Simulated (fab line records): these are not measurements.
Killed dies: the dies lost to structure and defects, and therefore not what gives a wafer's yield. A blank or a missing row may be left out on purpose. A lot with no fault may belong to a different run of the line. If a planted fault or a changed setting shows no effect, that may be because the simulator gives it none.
Which tool is to blame?    flow n5Finfet    30 wafers from 10 lots sampled at 2 of the route's 1938 steps

WHAT THE GAUGES READ, wafer by wafer
N5_BEOL_M4_INSPECT_59: inspects for defects (darkfield). Usual: rawDefectCount 70, standard deviation 25.
lot   measured      on                rawDefectCount  flag
L969  day 8 01:34   defectInspect-01  97 88 91        
L970  day 8 01:37   defectInspect-01  28 78 36        
L977  day 10 03:38  defectInspect-02  65 77 33        
L975  day 10 05:18  defectInspect-01  60 95 63        
L980  day 10 20:01  defectInspect-02  47 50 71        
L982  day 11 04:22  defectInspect-01  31 66 39        
L984  day 12 04:40  defectInspect-02  112 60 97       
L985  day 12 04:53  defectInspect-01  63 94 62        
L989  day 12 22:38  defectInspect-01  48 41 61        
L992  day 13 14:13  defectInspect-02  72 60 49        

N5_BEOL_M5_OVL_MEAS_12. Usual: M5_OVL typically reads -0.1 nm, with standard deviation 0.73.
lot   measured      on          M5_OVL (nm)     flag
L969  day 8 05:34   overlay-02  -0.6 -0.8 -0.8  
L970  day 8 05:30   overlay-01  -0.6 -0.8 0.0   
L977  day 10 06:20  overlay-01  0.2 0.2 0.3     
L975  day 10 08:25  overlay-02  1.2 0.8 1.9     
L980  day 11 00:25  overlay-01  0.3 0.4 -0.1    
L982  day 11 07:05  overlay-02  -0.2 0.0 -0.4   
L984  day 12 07:26  overlay-01  -0.4 1.0 0.0    
L985  day 12 08:38  overlay-01  1.2 -0.9 -0.5   
L989  day 13 02:53  overlay-01  -0.8 0.7 0.6    
L992  day 13 20:03  overlay-01  0.3 -0.6 -1.0   

EACH LOT AND THE TOOL THAT RAN IT (in order: tool; ch and the chambers of the sampled wafers; start)
Record: no process step prior to these readings.

WHAT THE TOOLS THEMSELVES READ (means of the sampled wafers that have a number; where no wafer has one, the mark that the record gives instead)
The record holds no such reading with a usual standard deviation.

THE ANSWER, worked out from the rows above alone
Rule: a lot is off if the mean of its wafers that have a number lies more than 3 standard deviations from the usual mean. Also off: a lot with no number at a reading for which 4 or more lots have one. All remaining lots with rows at the step are treated as sound. First the gauges in route order, then the tools' own readings, where a lot's mean is used as printed above. At the first step where some lot is off, the reading lying furthest off is the one used; lots without a number count as furthest.
None of the lots is off at any reading shown; this tells nothing.

WHAT THE SIMULATOR HAD INSERTED
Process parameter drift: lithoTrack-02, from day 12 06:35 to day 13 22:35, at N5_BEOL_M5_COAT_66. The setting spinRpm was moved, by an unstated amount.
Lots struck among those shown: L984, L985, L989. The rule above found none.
